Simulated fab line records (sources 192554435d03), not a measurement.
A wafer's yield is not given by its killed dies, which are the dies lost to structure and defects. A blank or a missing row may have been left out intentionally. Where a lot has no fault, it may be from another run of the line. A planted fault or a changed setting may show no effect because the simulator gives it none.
Which tool did it?    flow n5_finfet    12 lots, 36 wafers sampled, at 1 step of a route of 1938

== WHAT THE GAUGES SHOWED, per wafer ==
N5_BEOL_M11_THK_MEAS_01.
lot   measured      on             M11_ILD_THK (nm)
L075  day 10 09:32  film_metro-02  264 268 269
L078  day 11 03:38  film_metro-02  261 267 270
L079  day 11 04:49  film_metro-02  263 266 273
L081  day 11 20:17  film_metro-01  265 267 270
L083  day 12 06:32  film_metro-02  267 263 269
L085  day 12 21:01  film_metro-01  269 270 273
L088  day 13 10:26  film_metro-02  266 265 275
L090  day 13 16:34  film_metro-02  270 262 267
L091  day 13 23:04  film_metro-02  274 268 271
L093  day 15 15:28  film_metro-01  267 268 272
L094  day 15 16:37  film_metro-01  273 271 278
L096  day 16 19:43  film_metro-01  270 271 267

== WHAT TOOL EACH LOT RAN ON (gives the tool, then ch and the chambers of the sampled wafers, and finally the start) ==
No process step before these readings appears in the record.

== THE ANSWER, worked out from the rows above alone ==
Rule: usual is defined by the lots themselves. The widest of any qualifying gaps counts: lots, ordered by their means at a reading, are off when they make up no more than a third of the lots, leave a main group of 4 or more, and stand apart from it by 3 or more times the standard deviation of that group's means. A main group whose means are all the same, to the digits that the tables above print for the reading, isn't used. A lot without any number at a reading at which 4 lots or more have one is off too. All remaining lots with rows at the step are treated as sound.
Nothing can be told from this: no lot is off at any reading shown.

== WHAT THE SIMULATOR PUT IN ==
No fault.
